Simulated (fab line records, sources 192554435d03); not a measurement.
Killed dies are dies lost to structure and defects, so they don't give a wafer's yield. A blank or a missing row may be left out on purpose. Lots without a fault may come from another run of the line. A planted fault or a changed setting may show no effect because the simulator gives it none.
Chamber matching | flow n5_finfet | N5_BEOL_M12_VIA_ETCH_16 on rie_diel-01: 4 sister chambers
The step etches SiOC in C4F8/O2/Ar, target depth 724.8 nm. 16 wafers are shown with their chamber, then 8 later ones without.

WAFERS WITH THEIR CHAMBER
wafer  | chamber | drypump_motor_current_A (A) | showerhead_plenum_p_Torr (Torr) | throttle_valve_pct (%)
L074.2 | 1       | 5.9                         | 3.33                            | 24.01
L074.3 | 0       | 6.3                         | 3.48                            | 23.64
L074.6 | 2       | 5.6                         | 3.40                            | 23.91
L078.1 | 3       | 6.2                         | 3.59                            | 23.92
L078.2 | 1       | 5.9                         | 3.33                            | 24.02
L078.5 | 1       | 5.9                         | 3.33                            | 24.02
L079.2 | 0       | 6.2                         | 3.48                            | 23.67
L079.4 | 1       | 5.9                         | 3.32                            | 24.04
L079.5 | 3       | 6.2                         | 3.59                            | 23.91
L080.1 | 0       | 6.2                         | 3.48                            | 23.67
L080.3 | 2       | 5.6                         | 3.39                            | 23.92
L080.5 | 2       | 5.6                         | 3.39                            | 23.92
L085.3 | 0       | 6.2                         | 3.47                            | 23.69
L085.4 | 2       | 5.6                         | 3.39                            | 23.93
L085.6 | 1       | 5.9                         | 3.32                            | 24.04
L088.1 | 3       | 6.2                         | 3.58                            | 23.93

SIGNATURES (means of the wafers above)
reading                  | chamber 0 | chamber 1 | chamber 2 | chamber 3 | scatter within a chamber
drypump_motor_current_A  | 6.225     | 5.900     | 5.600     | 6.200     | 0.025
showerhead_plenum_p_Torr | 3.4775    | 3.3260    | 3.3925    | 3.5867    | 0.0053
throttle_valve_pct       | 23.6675   | 24.0260   | 23.9200   | 23.9200   | 0.0141
Rule: a wafer's distance from a chamber is the root of the sum, over the readings, of the square of ((its reading less the chamber's mean) divided by the reading's scatter). The wafer belongs to the nearest chamber; if the next one is less than 2 further off, it can't be placed. The scatter: the root of (the sum of the squares of (reading less its chamber's mean) over the shown wafers, divided by (wafers less chambers)).

WAFERS WITHOUT THEIR CHAMBER
wafer  | drypump_motor_current_A (A) | showerhead_plenum_p_Torr (Torr) | throttle_valve_pct (%)
L088.2 | 5.6                         | 3.38                            | 23.97
L088.4 | 5.9                         | 3.31                            | 24.05
L089.1 | 5.6                         | 3.38                            | 23.94
L089.5 | 5.9                         | 3.31                            | 24.05
L089.6 | 5.6                         | 3.38                            | 23.96
L092.4 | 5.6                         | 3.38                            | 23.97
L092.5 | 6.2                         | 3.57                            | 23.97
L092.6 | 6.2                         | 3.46                            | 23.70

WHICH CHAMBER EACH WENT THROUGH
wafer  | from the rows above | in truth
L088.2 | 2                   | 2
L088.4 | 1                   | 1
L089.1 | 2                   | 2
L089.5 | 1                   | 1
L089.6 | 2                   | 2
L092.4 | 2                   | 2
L092.5 | 3                   | 3
L092.6 | 0                   | 0
Placed correctly: 8 of 8. Can't be placed from these rows: 0. Placed wrongly: 0.
